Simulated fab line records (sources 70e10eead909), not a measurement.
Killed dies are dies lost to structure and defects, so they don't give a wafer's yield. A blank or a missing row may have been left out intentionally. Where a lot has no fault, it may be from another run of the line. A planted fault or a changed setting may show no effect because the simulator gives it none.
fab line records	flow nand-harc
record: lots: 12	wafers: 36	last-day: 24
route steps=1159 shown A_STAIRCASE@746 A_SGD_CUT@764 END@1159
lots with no fault: from the same line, run without faults
start-h: hours from the record's first day to the start of the lot's first wafer shown	wait-h: hours from the lot's prior step to this one	" the same as in the row above	L1.1+2: a row that stands for several wafers	- no value, or no start given	* or withheld: withheld	< > ~ a bound
route shown NAME@n: a module of which the file shows steps, and the number in the route of the first	usual: mean and standard deviation over wafers with no fault	same: alike in all rows	chamber/n: place in a boat	sites: the reading at each site	_std_site: how widely they spread, as a standard deviation	_edge_site: outer sites' mean less inner sites'	radius-mm: for every site, how far away it sits from the centre of the wafer	mask NAME#n: copy n	behind: the most recent tool/chamber to have shaped the wafer	hold: the reason the lot was held/the length of the hold in hours/how it ended	device: transistor that didn't switch, given as n, p or np	end of line: at the end of the route, the tests of the same wafers	step lacking rows: just its recipe	killed: count of dies lost to structure and defects at first sort (not the wafer's yield)	map: a wafer's dies, x killed, . not, _ none there
set.NAME: the setting that was run; set.NAME@STEP: the one run at that earlier step	model.NAME: the simulator's own value behind a step, which no gauge read
one table for each step of the route and one row for each wafer, over a sample of lots
services: from which hour (start-h, from the record's first day; less than 0 if before it) a tool's chamber was out of use, for how many hours, and why
== steps ==
step: NHARC_A_STAIRCASE_INSPECT_155
usual: raw-defect-count: 346/110
lot.wafer	tool	chamber	start-h	wait-h	raw-defect-count
L936.1	defect-inspect-01	-	310.17	0.1	373
L936.2	"	-	"	"	253
L936.6	"	-	"	"	261
L935.1	defect-inspect-01	-	311.08	0.1	227
L935.2	"	-	"	"	174
L935.6	"	-	"	"	236
L937.1	defect-inspect-01	-	325.15	0.1	292
L937.4	"	-	"	"	334
L937.5	"	-	"	"	266
L942.1	defect-inspect-02	-	357.48	0.1	399
L942.2	"	-	"	"	401
L942.5	"	-	"	"	315
L947.1	defect-inspect-01	-	379.31	0.1	324
L947.2	"	-	"	"	356
L947.4	"	-	"	"	288
L949.2	defect-inspect-01	-	388.62	0.1	271
L949.4	"	-	"	"	291
L949.6	"	-	"	"	339
L950.4	defect-inspect-01	-	390.27	0.1	469
L950.5	"	-	"	"	266
L950.6	"	-	"	"	309
L954.1	defect-inspect-02	-	407.60	0.1	309
L954.2	"	-	"	"	434
L954.3	"	-	"	"	219
L953.1	defect-inspect-01	-	407.83	0.1	521
L953.3	"	-	"	"	776
L953.5	"	-	"	"	625
L955.3	defect-inspect-01	-	418.73	0.1	242
L955.4	"	-	"	"	204
L955.6	"	-	"	"	302
L958.1	defect-inspect-02	-	437.78	0.1	330
L958.2	"	-	"	"	225
L958.6	"	-	"	"	421
L957.1	defect-inspect-02	-	447.94	0.1	387
L957.4	"	-	"	"	359
L957.6	"	-	"	"	407
step: NHARC_A_SGD_CUT_ETCH_15
recipe: target-depth-a: 750	time-s: 64.3	ch3f-flow-sccm: 50	o2-flow-sccm: 30	ar-flow-sccm: 200	rf-w: 500	bias-w: 100	chemistry: CH3F/O2
usual: drypump-motor-current-A: 5.7/0.56	mfc-ar-sccm: 200.0/0.53	oes-product-au: 0.958/0.016	rf-vpp-V: 263.3/1.6	run-length-s: 85.6/0.54	showerhead-plenum-p-Torr: 2.43/0.094	throttle-valve-pct: 20.663/0.0089
lot.wafer	tool	chamber	start-h	wait-h	drypump-motor-current-A	mfc-ar-sccm	oes-product-au	rf-hours-counter-h	rf-vpp-V	run-length-s	showerhead-plenum-p-Torr	throttle-valve-pct
L936.1	rie-diel-05	1	-	-	6.3	199.0	0.954	13	265.6	86.1	2.57	20.661
L936.2	"	2	"	"	5.5	200.7	0.959	12	265.1	86.5	2.55	20.673
L936.6	"	2	"	"	5.4	199.5	0.979	-	264.6	86.5	2.55	20.664
L935.2	rie-diel-13	1	-	-	4.8	200.3	0.954	1	263.4	85.9	2.38	20.665
L935.1	"	3	"	"	5.4	200.2	0.969	1	262.5	84.9	2.36	20.669
L935.6	"	2	"	"	5.4	200.4	0.982	-	265.4	86.3	2.57	20.657
L937.1	rie-diel-13	2	-	-	5.4	199.8	0.981	3	266.6	86.7	2.57	20.672
L937.4	"	0	"	"	5.9	200.2	0.951	3	260.4	85.4	2.31	20.653
L937.5	"	3	"	"	5.4	200.3	0.949	-	262.2	85.4	2.36	20.652
L942.2	rie-diel-01	0	-	-	5.3	199.9	0.979	5	262.7	85.3	2.31	20.667
L942.1	"	1	"	"	6.6	199.5	0.970	4	263.2	84.8	2.43	20.661
L942.5	"	0	"	"	5.3	199.8	0.979	-	261.2	85.4	2.31	20.659
L947.2	rie-diel-01	0	-	-	5.3	200.1	0.971	7	261.7	85.7	2.31	20.665
L947.4	"	1	"	"	6.6	199.6	0.965	6	264.0	84.6	2.43	20.658
L947.1	"	2	"	"	5.1	199.3	0.973	5	262.2	85.4	2.39	20.664
L949.4	rie-diel-13	3	-	-	5.4	199.9	0.939	9	262.8	85.4	2.36	20.667
L949.2	"	0	"	"	5.8	199.4	0.951	9	261.4	85.3	2.31	20.655
L949.6	"	1	"	"	4.8	199.8	0.944	-	262.9	86.3	2.38	20.668
L950.4	rie-diel-05	3	-	-	6.2	199.6	0.953	4	263.3	85.5	2.38	20.673
L950.6	"	3	"	"	6.2	199.4	0.951	-	262.1	85.7	2.38	20.666
L950.5	"	0	"	"	6.4	200.1	0.956	-	264.4	85.1	2.46	20.666
L954.3	rie-diel-05	1	-	-	6.4	199.9	0.940	4	265.9	86.1	2.57	20.657
L954.2	"	2	"	"	5.4	199.0	0.967	4	265.1	85.7	2.55	20.640
L954.1	"	3	"	"	6.2	200.3	0.954	5	264.2	85.4	2.38	20.659
L953.3	rie-diel-13	0	-	-	5.9	200.1	0.922	10	260.3	85.6	2.31	20.648
L953.1	"	3	"	"	5.4	199.9	0.921	10	263.3	84.8	2.36	20.656
L953.5	"	0	"	"	5.9	199.7	0.928	-	261.2	85.7	2.31	20.653
L955.3	rie-diel-13	1	-	-	4.8	200.7	0.972	11	263.5	85.8	2.38	20.680
L955.4	"	2	"	"	5.4	200.2	0.991	11	265.2	86.6	2.57	20.682
L955.6	"	2	"	"	5.4	199.5	0.977	-	265.2	87.0	2.57	20.660
L958.2	rie-diel-05	2	-	-	5.5	199.9	0.982	9	264.4	85.8	2.55	20.667
L958.1	"	1	"	"	6.4	200.0	0.947	8	265.6	86.0	2.57	20.659
L958.6	"	2	"	"	5.4	199.8	0.971	-	263.8	85.9	2.55	20.667
L957.1	rie-diel-01	3	-	-	5.9	199.3	0.946	14	261.4	85.1	2.34	20.664
L957.4	"	0	"	"	5.3	200.4	0.964	14	260.3	85.1	2.31	20.649
L957.6	"	2	"	"	5.1	199.8	0.952	-	263.5	85.5	2.38	20.685
step: NHARC_A_SGD_CUT_ETCH_16
recipe: target-depth-a: 3105	time-s: 155.2	c4f8-flow-sccm: withheld	o2-flow-sccm: 8	ar-flow-sccm: withheld	rf-w: 600	bias-w: 800	chemistry: C4F8/O2/Ar
usual: oes-product-au: 0.971/0.013	rf-vpp-V: 722/3.8	run-length-s: 176.5/0.49
lot.wafer	tool	chamber	start-h	wait-h	oes-product-au	rf-hours-counter-h	rf-vpp-V	run-length-s
L936.1	rie-diel-05	2	311.72	-	0.966	12	728	176.7
L936.2	"	1	"	"	0.955	13	729	176.6
L936.6	"	2	"	"	0.979	-	727	176.9
L935.1	rie-diel-13	0	312.50	-	0.961	1	717	176.5
L935.2	"	2	"	"	0.992	1	728	177.5
L935.6	"	0	"	"	0.978	-	718	176.6
L937.1	rie-diel-13	2	326.71	-	1.000	3	728	177.3
L937.4	"	3	"	"	0.970	3	720	175.8
L937.5	"	1	"	"	0.974	-	721	176.8
L942.2	rie-diel-01	1	359.15	-	0.980	4	722	175.4
L942.1	"	3	"	"	0.982	5	717	151.3
L942.5	"	0	"	"	0.988	-	717	176.3
L947.4	rie-diel-01	2	380.88	-	0.986	5	721	152.3
L947.2	"	3	"	"	0.970	7	720	176.4
L947.1	"	0	"	"	0.985	7	716	151.7
L949.2	rie-diel-13	2	390.18	-	0.966	9	728	177.1
L949.4	"	3	"	"	0.944	9	721	176.1
L949.6	"	2	"	"	0.962	-	730	177.3
L950.4	rie-diel-05	1	391.72	-	0.977	3	727	176.8
L950.5	"	3	"	"	0.969	-	720	176.3
L950.6	"	0	"	"	0.970	-	724	176.3
L954.3	rie-diel-05	3	409.14	-	0.962	5	721	176.9
L954.2	"	0	"	"	0.943	5	724	175.7
L954.1	"	1	"	"	0.963	4	729	177.3
L953.1	rie-diel-13	2	409.45	-	0.956	10	727	177.2
L953.3	"	3	"	"	0.945	10	719	176.2
L953.5	"	2	"	"	0.953	-	728	177.2
L955.3	rie-diel-13	2	420.26	-	0.997	11	728	177.7
L955.4	"	0	"	"	0.959	11	717	176.9
L955.6	"	3	"	"	0.982	-	720	176.0
L958.1	rie-diel-05	1	439.34	-	0.958	9	727	177.1
L958.2	"	3	"	"	0.975	9	719	176.2
L958.6	"	1	"	"	0.970	-	727	177.3
L957.4	rie-diel-01	3	449.51	-	0.965	14	718	176.0
L957.1	"	2	"	"	0.974	11	721	176.8
L957.6	"	0	"	"	0.985	-	719	176.5
step: NHARC_A_SGD_CUT_ETCHBACK_24
recipe: target-depth-a: 500	over-etch-frac: 0.3	time-s: 92.857	ion-energy-ev: 120	ch3f-flow-sccm: 50	o2-flow-sccm: 30	ar-flow-sccm: 200	rf-w: 500	bias-w: 100	chemistry: CH3F/O2
usual: drypump-motor-current-A: 5.7/0.52	mfc-ar-sccm: 200.1/0.59	oes-product-au: 0.97/0.031	rf-vpp-V: 243.5/1.4	showerhead-plenum-p-Torr: 2.40/0.09	throttle-valve-pct: 20.663/0.0094
lot.wafer	tool	chamber	start-h	wait-h	drypump-motor-current-A	mfc-ar-sccm	oes-product-au	rf-hours-counter-h	rf-vpp-V	showerhead-plenum-p-Torr	throttle-valve-pct
L936.1	rie-diel-13	2	317.49	0.1	5.4	200.5	1.00	1	244.1	2.57	20.664
L936.2	"	0	"	"	5.8	199.5	0.99	2	242.3	2.31	20.665
L936.6	"	2	"	"	5.4	199.3	1.01	-	247.3	2.57	20.670
L935.1	rie-diel-05	1	317.50	0.1	6.3	200.6	0.98	14	246.1	2.57	20.681
L935.2	"	2	"	"	5.5	201.3	0.99	13	246.4	2.55	20.650
L935.6	"	0	"	"	6.4	198.3	0.99	-	243.6	2.46	20.649
L937.1	rie-diel-05	0	333.80	0.2	6.4	199.7	0.99	17	243.7	2.46	20.669
L937.4	"	2	"	"	5.4	199.9	0.99	16	246.4	2.55	20.663
L937.5	"	3	"	"	6.2	200.1	1.00	-	243.6	2.38	20.662
L942.1	rie-diel-13	0	366.44	0.2	5.9	201.0	0.97	8	241.9	2.31	20.643
L942.2	"	2	"	"	5.4	199.8	0.98	8	245.3	2.57	20.656
L942.5	"	0	"	"	5.9	200.4	0.97	-	243.1	2.31	20.658
L947.2	rie-diel-13	3	388.19	0.1	5.4	200.0	0.92	9	243.2	2.36	20.675
L947.4	"	0	"	"	5.9	200.5	0.92	9	241.9	2.31	20.660
L947.1	"	1	"	"	4.8	200.8	0.92	9	243.4	2.38	20.664
L949.4	rie-diel-05	2	398.07	0.1	5.4	201.2	0.99	4	245.9	2.55	20.670
L949.2	"	0	"	"	6.4	199.4	0.99	4	244.8	2.46	20.655
L949.6	"	3	"	"	6.2	200.3	0.97	-	242.8	2.38	20.670
L950.4	rie-diel-13	3	398.07	0.1	5.3	199.9	1.00	10	242.8	2.36	20.654
L950.5	"	3	"	"	5.4	200.3	1.00	-	243.6	2.36	20.655
L950.6	"	0	"	"	5.9	199.4	0.99	-	242.8	2.31	20.668
L954.3	rie-diel-13	1	414.55	0.1	4.8	199.8	1.00	10	243.3	2.38	20.667
L954.1	"	2	"	"	5.4	199.7	1.00	10	246.2	2.57	20.665
L954.2	"	3	"	"	5.4	199.9	1.00	11	242.5	2.36	20.648
L953.3	rie-diel-01	1	414.62	0.2	6.6	199.8	1.01	9	244.9	2.43	20.670
L953.1	"	2	"	"	5.0	200.6	1.00	8	243.0	2.38	20.668
L953.5	"	0	"	"	5.3	201.2	1.01	-	242.2	2.31	20.649
L955.3	rie-diel-13	3	425.64	0.1	5.4	200.2	0.93	13	243.4	2.36	20.657
L955.4	"	0	"	"	5.9	201.2	0.91	12	242.0	2.30	20.655
L955.6	"	0	"	"	5.9	202.0	0.91	-	243.3	2.30	20.680
L958.1	rie-diel-01	3	445.71	0.2	5.9	200.4	0.99	13	242.5	2.34	20.661
L958.2	"	0	"	"	5.3	200.5	1.01	13	241.9	2.31	20.670
L958.6	"	3	"	"	5.9	200.1	1.00	-	243.9	2.34	20.659
L957.4	rie-diel-01	3	456.61	0.1	5.9	200.3	0.93	14	243.4	2.34	20.642
L957.1	"	1	"	"	6.6	200.1	0.94	13	243.2	2.42	20.672
L957.6	"	0	"	"	5.3	200.8	0.95	-	242.0	2.31	20.666
step: NHARC_END_SORT_01
recipe: temp-c: 25
usual: killed-at-array: 29/8.4	killed-at-other: 0.7/1.2	killed-at-periphery: 3.8/2.1	killed-dies: 33/9	killed-open: 3.4/2	killed-short: 2.1/1.4
same: gross-dies: 677
lot.wafer	tool	chamber	start-h	wait-h	killed-at-array	killed-at-other	killed-at-periphery	killed-dies	killed-open	killed-short
L942.1	prober-02	0	511.09	2.5	674	0	3	677	3	0
L942.2	prober-02	0	511.90	2.8	24	2	3	29	3	1
L942.5	prober-02	0	514.31	3.7	26	0	2	28	1	1
L947.1	prober-01	0	526.72	2.5	672	3	2	677	3	0
L947.2	prober-01	0	527.53	2.8	29	0	1	30	1	0
L947.4	prober-01	0	529.15	3.4	674	2	1	677	3	2
killed by level:class
L942.1 A_SGD_CUT:area-etch=644 A_SLIT:chamber-film-flake=16 A_CHANNEL_HOLE_D1:chamber-film-flake=8 A_CONTACT:geometric-particle:open=2 A_STAIRCASE:chamber-film-flake=2 P_CONTACT:geometric-particle:open=1 P_STI:chamber-film-flake=1 P_CONTACT:chamber-film-flake=1
L942.2 A_SLIT:chamber-film-flake=10 A_STAIRCASE:chamber-film-flake=3 A_CONTACT:chamber-film-flake=3 A_BLC:geometric-particle:open=2 A_ZERO_WELL:chamber-film-flake=2 A_CHANNEL_HOLE_D1:chamber-film-flake=2 THIN_TSV:chamber-film-flake=2 A_CHANNEL_HOLE_D1:geometric-particle:open=1
L942.5 A_SLIT:chamber-film-flake=14 A_CHANNEL_HOLE_D1:chamber-film-flake=6 A_CHANNEL_FILL_D1:geometric-particle:short=1 A_CONTACT:geometric-particle:open=1 P_STI:chamber-film-flake=1 P_CONTACT:chamber-film-flake=1 A_ZERO_WELL:chamber-film-flake=1 A_STAIRCASE:chamber-film-flake=1
L947.1 A_SGD_CUT:area-etch=650 A_CHANNEL_HOLE_D1:chamber-film-flake=12 A_CONTACT:chamber-film-flake=6 THIN_TSV:chamber-film-flake=3 A_ONON_D1:geometric-particle:open=1 A_WL_FILL:geometric-particle:open=1 A_BLC:geometric-particle:open=1 P_GATE:chamber-film-flake=1
L947.2 A_CHANNEL_HOLE_D1:chamber-film-flake=20 A_CONTACT:chamber-film-flake=4 A_STAIRCASE:chamber-film-flake=2 A_ONON_D1:geometric-particle:open=1 P_ZERO_WELL:chamber-film-flake=1 A_WL_FILL:chamber-film-flake=1 A_M0:chamber-film-flake=1
L947.4 A_SGD_CUT:area-etch=644 A_CHANNEL_HOLE_D1:chamber-film-flake=17 A_STAIRCASE:chamber-film-flake=3 A_CONTACT:chamber-film-flake=3 A_ONON_D1:geometric-particle:open=2 A_WL_FILL:geometric-particle:short=2 THIN_TSV:chamber-film-flake=2 A_BLC:geometric-particle:open=1
== services ==
tool	chamber	start-h	hours	kind
rie-diel-13	2	297.51	2.9	repair
rie-diel-13	0	309.50	-	clean
rie-diel-13	1	309.50	-	clean
rie-diel-13	2	309.50	-	clean
rie-diel-13	3	309.50	-	clean
rie-diel-01	-	314.80	9.0	pm
rie-diel-01	2	332.50	1.7	repair
rie-diel-13	0	334.12	-	clean
rie-diel-13	1	334.12	-	clean
rie-diel-13	2	334.12	-	clean
rie-diel-13	3	334.12	-	clean
rie-diel-05	-	340.80	9.0	pm
rie-diel-01	2	352.27	9.4	repair
rie-diel-13	0	358.62	-	clean
rie-diel-13	1	358.62	-	clean
rie-diel-13	2	358.62	-	clean
rie-diel-13	3	358.62	-	clean
rie-diel-13	0	383.14	-	clean
rie-diel-13	1	383.14	-	clean
rie-diel-13	2	383.14	-	clean
rie-diel-13	3	383.14	-	clean
rie-diel-01	2	400.87	3.2	repair
rie-diel-05	-	402.94	0.5	repair
rie-diel-13	-	453.00	9.0	pm
== key ==
first-sign: step: NHARC_A_SGD_CUT_ETCH_16	reading: run-length-s	direction: down	sigmas: 50	usual: *	struck: *
effect: step: NHARC_END_SORT_01	reading: killed-at-array	direction: up	sigmas: 76	usual: 29	struck: 673
more-kills-born-at: NHARC_A_SGD_CUT_ETCH_16@rie-diel-01: 1938
met-at NHARC_A_SGD_CUT_ETCH_16
struck-lots L942,L947
struck-wafers L942.1,L947.1,L947.4
later-rows-left-out L942.1,L947.1,L947.4
tester-left-out L942,L947
not-acting-at NHARC_A_STAIRCASE_INSPECT_155,NHARC_A_SGD_CUT_ETCH_15,NHARC_A_SGD_CUT_ETCHBACK_24
fault: kind: process-parameter-drift	tool: rie-diel-01	chamber: -	onset-h: 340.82	steps: NHARC_A_SGD_CUT_ETCH_16	channel: time-s	offset: *	shape: step	end-h: 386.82	scope: struck-wafers-only	acts-in: *	stated: *
tester-left-out: of these lots the tester's yield and bins aren't shown, on N5 and GAA mostly nor the transistor test; their killed dies are dies lost to structure and defects alone, not to doping, threshold or leakage, so they don't give the yield
later-rows-left-out: the simulator's readings of these wafers behind a module that went badly wrong aren't trusted and aren't shown, but for the sort
